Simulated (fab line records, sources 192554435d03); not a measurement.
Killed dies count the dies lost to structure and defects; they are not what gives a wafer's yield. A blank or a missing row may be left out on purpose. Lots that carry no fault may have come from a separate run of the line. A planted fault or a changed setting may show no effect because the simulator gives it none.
Which tool did it? / flow n5 finfet / 9 lots with 27 wafers sampled at 5 steps, on a route of 1938 steps

== WHAT THE GAUGES READ, wafer by wafer ==
N5_BEOL_M4_OVL_MEAS_29. Usual: for V3_OVL the level is -0.2 nm and the standard deviation is 0.6.
lot=L539; measured=day 7 12:03; on=overlay-01; V3_OVL (nm)=0.4 -0.2 0.1; flag=
lot=L545; measured=day 9 16:14; on=overlay-02; V3_OVL (nm)=-0.4 0.8 -0.5; flag=
lot=L547; measured=day 9 23:19; on=overlay-02; V3_OVL (nm)=-0.9 -0.6 -1.9; flag=
lot=L548; measured=day 10 02:20; on=overlay-02; V3_OVL (nm)=-1.0 -0.9 0.1; flag=
lot=L551; measured=day 10 22:57; on=overlay-02; V3_OVL (nm)=-0.6 -0.5 0.1; flag=
lot=L554; measured=day 11 16:56; on=overlay-02; V3_OVL (nm)=0.5 0.0 0.5; flag=
lot=L559; measured=day 13 12:59; on=overlay-02; V3_OVL (nm)=-0.8 -0.8 0.0; flag=
lot=L561; measured=day 13 15:25; on=overlay-02; V3_OVL (nm)=-0.5 0.3 -0.8; flag=
lot=L560; measured=day 13 18:32; on=overlay-02; V3_OVL (nm)=-0.3 -1.0 -0.5; flag=

N5_BEOL_M4_RC_MEAS_101. Usual: DIBL_N 36.0 mV/V, standard deviation 2; DIBL_P 36.2 mV/V, standard deviation 2.2; IOFF_N 0.16 nA/um, standard deviation 0.034; IOFF_P 0.21 nA/um, standard deviation 0.04; ION_N 675 uA/um, standard deviation 12; ION_P 463 uA/um, standard deviation 7.2; SS_N 71.6 mV/dec, standard deviation 0.6; SS_P 73.3 mV/dec, standard deviation 0.67; VT_N 250 mV, standard deviation 3; VT_P -251 mV, standard deviation 3.4.
lot=L539; measured=day 8 01:43; on=prober-02; DIBL_N (mV/V)=37.7 35.6 35.6; DIBL_P (mV/V)=36.6 34.6 34.4; IOFF_N (nA/um)=0.17 0.12 0.14; IOFF_P (nA/um)=0.21 0.18 0.18; ION_N (uA/um)=670 662 650; ION_P (uA/um)=452 457 451; SS_N (mV/dec)=72.3 72.2 71.8; SS_P (mV/dec)=74.3 73.1 73.6; VT_N (mV)=251 253 250; VT_P (mV)=-252 -255 -256; flag=
lot=L551; measured=day 11 05:12; on=prober-01; DIBL_N (mV/V)=37.9 37.9 35.4; DIBL_P (mV/V)=39.9 39.9 36.6; IOFF_N (nA/um)=0.20 0.20 0.16; IOFF_P (nA/um)=0.28 0.29 0.24; ION_N (uA/um)=682 694 678; ION_P (uA/um)=468 481 470; SS_N (mV/dec)=72.1 72.4 71.5; SS_P (mV/dec)=74.6 73.7 73.3; VT_N (mV)=244 245 248; VT_P (mV)=-246 -246 -248; flag=
lot=L554; measured=day 12 04:16; on=prober-01; DIBL_N (mV/V)=35.6 39.0 35.0; DIBL_P (mV/V)=35.2 39.3 34.8; IOFF_N (nA/um)=0.16 0.24 0.16; IOFF_P (nA/um)=0.23 0.31 0.22; ION_N (uA/um)=679 697 673; ION_P (uA/um)=463 477 461; SS_N (mV/dec)=71.4 72.2 71.5; SS_P (mV/dec)=73.3 74.0 73.1; VT_N (mV)=251 246 249; VT_P (mV)=-246 -245 -247; flag=
lot=L559; measured=day 13 21:14; on=prober-02; DIBL_N (mV/V)=38.0 38.9 38.2; DIBL_P (mV/V)=38.2 39.1 38.4; IOFF_N (nA/um)=0.18 0.20 0.18; IOFF_P (nA/um)=0.23 0.27 0.23; ION_N (uA/um)=675 683 682; ION_P (uA/um)=462 470 469; SS_N (mV/dec)=71.4 72.0 72.5; SS_P (mV/dec)=74.1 74.2 74.7; VT_N (mV)=250 248 248; VT_P (mV)=-248 -247 -247; flag=
lot=L561; measured=day 13 23:46; on=prober-01; DIBL_N (mV/V)=39.8 35.9 35.3; DIBL_P (mV/V)=39.3 36.6 35.1; IOFF_N (nA/um)=0.24 0.17 0.15; IOFF_P (nA/um)=0.29 0.23 0.21; ION_N (uA/um)=696 690 669; ION_P (uA/um)=470 464 467; SS_N (mV/dec)=72.4 71.0 71.4; SS_P (mV/dec)=74.2 72.5 72.7; VT_N (mV)=243 247 251; VT_P (mV)=-246 -247 -252; flag=
lot=L560; measured=day 14 02:49; on=prober-02; DIBL_N (mV/V)=36.8 38.6 34.2; DIBL_P (mV/V)=36.9 37.4 32.8; IOFF_N (nA/um)=0.16 0.20 0.13; IOFF_P (nA/um)=0.20 0.21 0.16; ION_N (uA/um)=672 692 664; ION_P (uA/um)=463 465 452; SS_N (mV/dec)=71.1 71.9 71.2; SS_P (mV/dec)=73.5 73.9 71.9; VT_N (mV)=249 247 252; VT_P (mV)=-253 -251 -254; flag=

== TOOL THAT RAN EACH LOT (tool first, then ch and the chambers of the sampled wafers, then the start) ==
lot=L539; N5_BEOL_M4_ETCH_69=rie diel-02 ch 0,1,2, day 7 12:13; N5_BEOL_M4_ETCH_70=rie diel-01 ch 0,3, day 7 20:43; N5_BEOL_M4_ETCH_41=rie diel-01 ch 0,3, day 7 20:57
lot=L545; N5_BEOL_M4_ETCH_69=rie diel-02 ch 1,2,3, day 9 16:23; N5_BEOL_M4_ETCH_70=rie diel-04 ch 0,1,2, day 9 21:25; N5_BEOL_M4_ETCH_41=rie diel-04 ch 0,1,2, day 9 21:39
lot=L547; N5_BEOL_M4_ETCH_69=rie diel-01 ch 0,1,2, day 9 23:27; N5_BEOL_M4_ETCH_70=rie diel-01 ch 0,2,3, day 10 00:41; N5_BEOL_M4_ETCH_41=rie diel-01 ch 0,2,3, day 10 00:56
lot=L548; N5_BEOL_M4_ETCH_69=rie diel-01 ch 1,2, day 10 02:28; N5_BEOL_M4_ETCH_70=rie diel-01 ch 1,2, day 10 05:34; N5_BEOL_M4_ETCH_41=rie diel-01 ch 1,2, day 10 05:48
lot=L551; N5_BEOL_M4_ETCH_69=rie diel-02 ch 1,2,3, day 10 23:05; N5_BEOL_M4_ETCH_70=rie diel-01 ch 0,1,3, day 11 00:33; N5_BEOL_M4_ETCH_41=rie diel-01 ch 0,1,3, day 11 00:47
lot=L554; N5_BEOL_M4_ETCH_69=rie diel-04 ch 0,2,3, day 11 17:04; N5_BEOL_M4_ETCH_70=rie diel-01 ch 0,1,3, day 11 22:00; N5_BEOL_M4_ETCH_41=rie diel-01 ch 0,1,3, day 11 22:14
lot=L559; N5_BEOL_M4_ETCH_69=rie diel-01 ch 0,2,3, day 13 13:07; N5_BEOL_M4_ETCH_70=rie diel-01 ch 0,1,2, day 13 16:07; N5_BEOL_M4_ETCH_41=rie diel-01 ch 0,1,2, day 13 16:22
lot=L561; N5_BEOL_M4_ETCH_69=rie diel-04 ch 1,2, day 13 15:34; N5_BEOL_M4_ETCH_70=rie diel-01 ch 0,1, day 13 19:04; N5_BEOL_M4_ETCH_41=rie diel-01 ch 0,1, day 13 19:18
lot=L560; N5_BEOL_M4_ETCH_69=rie diel-02 ch 0,1,2, day 13 19:38; N5_BEOL_M4_ETCH_70=rie diel-02 ch 0,1,2, day 13 22:25; N5_BEOL_M4_ETCH_41=rie diel-02 ch 0,1,2, day 13 22:39
- N5_BEOL_M4_ETCH_69: etches SiARC in CF4, target depth 15.6 nm, time 26 s.
- N5_BEOL_M4_ETCH_70: etches SOC in N2/H2, target depth 80 nm, overetch 24 nm, time 130 s.
- N5_BEOL_M4_ETCH_41: etches SiCN in CH3F/O2, target depth 29.9 nm, time 52.5 s.

== WHAT THE TOOLS THEMSELVES READ (means of the sampled wafers that have a number; where no wafer has one, the mark that the record gives instead) ==
N5_BEOL_M4_ETCH_69. Usual: bias w 35.99 W, standard deviation 0.12; cf4 flow sccm 100.01 sccm, standard deviation 0.29; drypump motor current A 5.6 A, standard deviation 0.49; etch rf on time s 26.1 s, standard deviation 0.47; oes product au 0.68 a.u., standard deviation 0.052; rf vpp V 184.0 V, standard deviation 1.1; showerhead plenum p Torr 2.13 Torr, standard deviation 0.065; throttle valve pct 15.58 %, standard deviation 0.13.
lot=L539; tool=rie diel-02; bias w (W)=36.01; cf4 flow sccm (sccm)=100.04; drypump motor current A (A)=5.7; etch rf on time s (s)=26.1; oes product au (a.u.)=0.67; rf vpp V (V)=182.5; showerhead plenum p Torr (Torr)=2.10; throttle valve pct (%)=15.71; flag=
lot=L545; tool=rie diel-02; bias w (W)=35.88; cf4 flow sccm (sccm)=100.08; drypump motor current A (A)=5.9; etch rf on time s (s)=25.7; oes product au (a.u.)=0.67; rf vpp V (V)=184.4; showerhead plenum p Torr (Torr)=2.13; throttle valve pct (%)=15.58; flag=
lot=L547; tool=rie diel-01; bias w (W)=36.18; cf4 flow sccm (sccm)=99.81; drypump motor current A (A)=5.6; etch rf on time s (s)=25.6; oes product au (a.u.)=0.71; rf vpp V (V)=184.3; showerhead plenum p Torr (Torr)=2.16; throttle valve pct (%)=15.55; flag=
lot=L548; tool=rie diel-01; bias w (W)=36.01; cf4 flow sccm (sccm)=99.91; drypump motor current A (A)=5.2; etch rf on time s (s)=25.8; oes product au (a.u.)=0.73; rf vpp V (V)=185.5; showerhead plenum p Torr (Torr)=2.22; throttle valve pct (%)=15.47; flag=
lot=L551; tool=rie diel-02; bias w (W)=35.93; cf4 flow sccm (sccm)=99.70; drypump motor current A (A)=5.9; etch rf on time s (s)=25.8; oes product au (a.u.)=0.66; rf vpp V (V)=184.4; showerhead plenum p Torr (Torr)=2.12; throttle valve pct (%)=15.61; flag=
lot=L554; tool=rie diel-04; bias w (W)=36.02; cf4 flow sccm (sccm)=99.95; drypump motor current A (A)=5.4; etch rf on time s (s)=26.1; oes product au (a.u.)=0.70; rf vpp V (V)=184.5; showerhead plenum p Torr (Torr)=2.15; throttle valve pct (%)=15.54; flag=
lot=L559; tool=rie diel-01; bias w (W)=35.94; cf4 flow sccm (sccm)=99.98; drypump motor current A (A)=6.0; etch rf on time s (s)=26.2; oes product au (a.u.)=0.64; rf vpp V (V)=183.4; showerhead plenum p Torr (Torr)=2.09; throttle valve pct (%)=15.66; flag=
lot=L561; tool=rie diel-04; bias w (W)=36.10; cf4 flow sccm (sccm)=100.01; drypump motor current A (A)=5.2; etch rf on time s (s)=26.1; oes product au (a.u.)=0.65; rf vpp V (V)=182.4; showerhead plenum p Torr (Torr)=2.09; throttle valve pct (%)=15.58; flag=
lot=L560; tool=rie diel-02; bias w (W)=35.99; cf4 flow sccm (sccm)=99.85; drypump motor current A (A)=5.7; etch rf on time s (s)=26.3; oes product au (a.u.)=0.63; rf vpp V (V)=183.7; showerhead plenum p Torr (Torr)=2.08; throttle valve pct (%)=15.81; flag=

N5_BEOL_M4_ETCH_70. Usual: bias w 149.9 W, standard deviation 0.43; chamber pressure mTorr 29.998 mTorr, standard deviation 0.03; drypump motor current A 5.7 A, standard deviation 0.46; h2 flow sccm 200.0 sccm, standard deviation 0.61; oes product au 0.58 a.u., standard deviation 0.041; rf vpp V 523.2 V, standard deviation 2.6; showerhead plenum p Torr 2.52 Torr, standard deviation 0.087; throttle valve pct 17.79 %, standard deviation 0.21.
lot=L539; tool=rie diel-01; bias w (W)=150.0; chamber pressure mTorr (mTorr)=29.997; drypump motor current A (A)=6.2; h2 flow sccm (sccm)=200.2; oes product au (a.u.)=0.61; rf vpp V (V)=521.4; showerhead plenum p Torr (Torr)=2.46; throttle valve pct (%)=17.66; flag=
lot=L545; tool=rie diel-04; bias w (W)=149.4; chamber pressure mTorr (mTorr)=29.999; drypump motor current A (A)=5.4; h2 flow sccm (sccm)=199.8; oes product au (a.u.)=0.60; rf vpp V (V)=521.7; showerhead plenum p Torr (Torr)=2.50; throttle valve pct (%)=17.76; flag=
lot=L547; tool=rie diel-01; bias w (W)=150.1; chamber pressure mTorr (mTorr)=29.998; drypump motor current A (A)=6.0; h2 flow sccm (sccm)=199.7; oes product au (a.u.)=0.57; rf vpp V (V)=522.8; showerhead plenum p Torr (Torr)=2.49; throttle valve pct (%)=17.80; flag=
lot=L548; tool=rie diel-01; bias w (W)=149.6; chamber pressure mTorr (mTorr)=29.989; drypump motor current A (A)=5.5; h2 flow sccm (sccm)=199.8; oes product au (a.u.)=0.59; rf vpp V (V)=526.7; showerhead plenum p Torr (Torr)=2.61; throttle valve pct (%)=17.84; flag=
lot=L551; tool=rie diel-01; bias w (W)=149.8; chamber pressure mTorr (mTorr)=29.962; drypump motor current A (A)=5.8; h2 flow sccm (sccm)=200.0; oes product au (a.u.)=0.60; rf vpp V (V)=523.8; showerhead plenum p Torr (Torr)=2.53; throttle valve pct (%)=17.70; flag=
lot=L554; tool=rie diel-01; bias w (W)=150.2; chamber pressure mTorr (mTorr)=30.007; drypump motor current A (A)=5.8; h2 flow sccm (sccm)=199.9; oes product au (a.u.)=0.59; rf vpp V (V)=522.8; showerhead plenum p Torr (Torr)=2.53; throttle valve pct (%)=17.70; flag=
lot=L559; tool=rie diel-01; bias w (W)=149.6; chamber pressure mTorr (mTorr)=30.030; drypump motor current A (A)=5.6; h2 flow sccm (sccm)=199.9; oes product au (a.u.)=0.57; rf vpp V (V)=524.0; showerhead plenum p Torr (Torr)=2.56; throttle valve pct (%)=17.80; flag=
lot=L561; tool=rie diel-01; bias w (W)=150.1; chamber pressure mTorr (mTorr)=30.002; drypump motor current A (A)=5.5; h2 flow sccm (sccm)=199.8; oes product au (a.u.)=0.60; rf vpp V (V)=525.5; showerhead plenum p Torr (Torr)=2.60; throttle valve pct (%)=17.69; flag=
lot=L560; tool=rie diel-02; bias w (W)=149.9; chamber pressure mTorr (mTorr)=30.011; drypump motor current A (A)=5.7; h2 flow sccm (sccm)=199.9; oes product au (a.u.)=0.55; rf vpp V (V)=521.9; showerhead plenum p Torr (Torr)=2.47; throttle valve pct (%)=18.04; flag=

N5_BEOL_M4_ETCH_41. Usual: CH3F_flow_sccm 30.00 sccm, standard deviation 0.082; O2_flow_sccm 19.99 sccm, standard deviation 0.061; drypump motor current A 5.7 A, standard deviation 0.46; oes product au 0.79 a.u., standard deviation 0.059; rf vpp V 296.9 V, standard deviation 1.6; showerhead plenum p Torr 1.99 Torr, standard deviation 0.067; throttle valve pct 16.31 %, standard deviation 0.13.
lot=L539; tool=rie diel-01; CH3F_flow_sccm (sccm)=29.96; O2_flow_sccm (sccm)=20.03; drypump motor current A (A)=6.2; oes product au (a.u.)=0.82; rf vpp V (V)=296.8; showerhead plenum p Torr (Torr)=1.95; throttle valve pct (%)=16.28; flag=
lot=L545; tool=rie diel-04; CH3F_flow_sccm (sccm)=-; O2_flow_sccm (sccm)=-; drypump motor current A (A)=-; oes product au (a.u.)=-; rf vpp V (V)=-; showerhead plenum p Torr (Torr)=-; throttle valve pct (%)=-; flag=OFF
lot=L547; tool=rie diel-01; CH3F_flow_sccm (sccm)=-; O2_flow_sccm (sccm)=-; drypump motor current A (A)=-; oes product au (a.u.)=-; rf vpp V (V)=-; showerhead plenum p Torr (Torr)=-; throttle valve pct (%)=-; flag=OFF
lot=L548; tool=rie diel-01; CH3F_flow_sccm (sccm)=-; O2_flow_sccm (sccm)=-; drypump motor current A (A)=-; oes product au (a.u.)=-; rf vpp V (V)=-; showerhead plenum p Torr (Torr)=-; throttle valve pct (%)=-; flag=OFF
lot=L551; tool=rie diel-01; CH3F_flow_sccm (sccm)=30.02; O2_flow_sccm (sccm)=19.96; drypump motor current A (A)=5.8; oes product au (a.u.)=0.81; rf vpp V (V)=297.0; showerhead plenum p Torr (Torr)=2.00; throttle valve pct (%)=16.28; flag=
lot=L554; tool=rie diel-01; CH3F_flow_sccm (sccm)=30.02; O2_flow_sccm (sccm)=20.02; drypump motor current A (A)=5.8; oes product au (a.u.)=0.81; rf vpp V (V)=296.8; showerhead plenum p Torr (Torr)=2.00; throttle valve pct (%)=16.30; flag=
lot=L559; tool=rie diel-01; CH3F_flow_sccm (sccm)=29.89; O2_flow_sccm (sccm)=19.97; drypump motor current A (A)=5.6; oes product au (a.u.)=0.79; rf vpp V (V)=297.1; showerhead plenum p Torr (Torr)=2.02; throttle valve pct (%)=16.33; flag=
lot=L561; tool=rie diel-01; CH3F_flow_sccm (sccm)=30.00; O2_flow_sccm (sccm)=19.97; drypump motor current A (A)=5.4; oes product au (a.u.)=0.83; rf vpp V (V)=297.6; showerhead plenum p Torr (Torr)=2.06; throttle valve pct (%)=16.27; flag=
lot=L560; tool=rie diel-02; CH3F_flow_sccm (sccm)=30.08; O2_flow_sccm (sccm)=20.06; drypump motor current A (A)=5.7; oes product au (a.u.)=0.74; rf vpp V (V)=296.8; showerhead plenum p Torr (Torr)=1.94; throttle valve pct (%)=16.51; flag=

== THE ANSWER, worked out from the rows above alone ==
Rule: lot off if the mean of its wafers having a number is beyond 3 standard deviations from the usual mean. Also off: a lot with no number at a reading for which 4 or more lots have one. Any other lot the step has rows for is counted as sound. After the gauges, taken in route order, come the tools' own readings; for these a lot's mean is taken, as printed above. The first step at which some lot is off is used, and at that step the reading that is off furthest; a lot without a number counts as furthest.
Off: L545, L547, L548, at N5_BEOL_M4_ETCH_41 (CH3F_flow_sccm). Without a number there: L545, L547, L548.
If a tool, at that step or one of the process steps before it, ran each lot that is off and ran no sound lot following the first of them, it fits. No candidate that was tried fits.

== WHAT THE SIMULATOR HAD PUT IN ==
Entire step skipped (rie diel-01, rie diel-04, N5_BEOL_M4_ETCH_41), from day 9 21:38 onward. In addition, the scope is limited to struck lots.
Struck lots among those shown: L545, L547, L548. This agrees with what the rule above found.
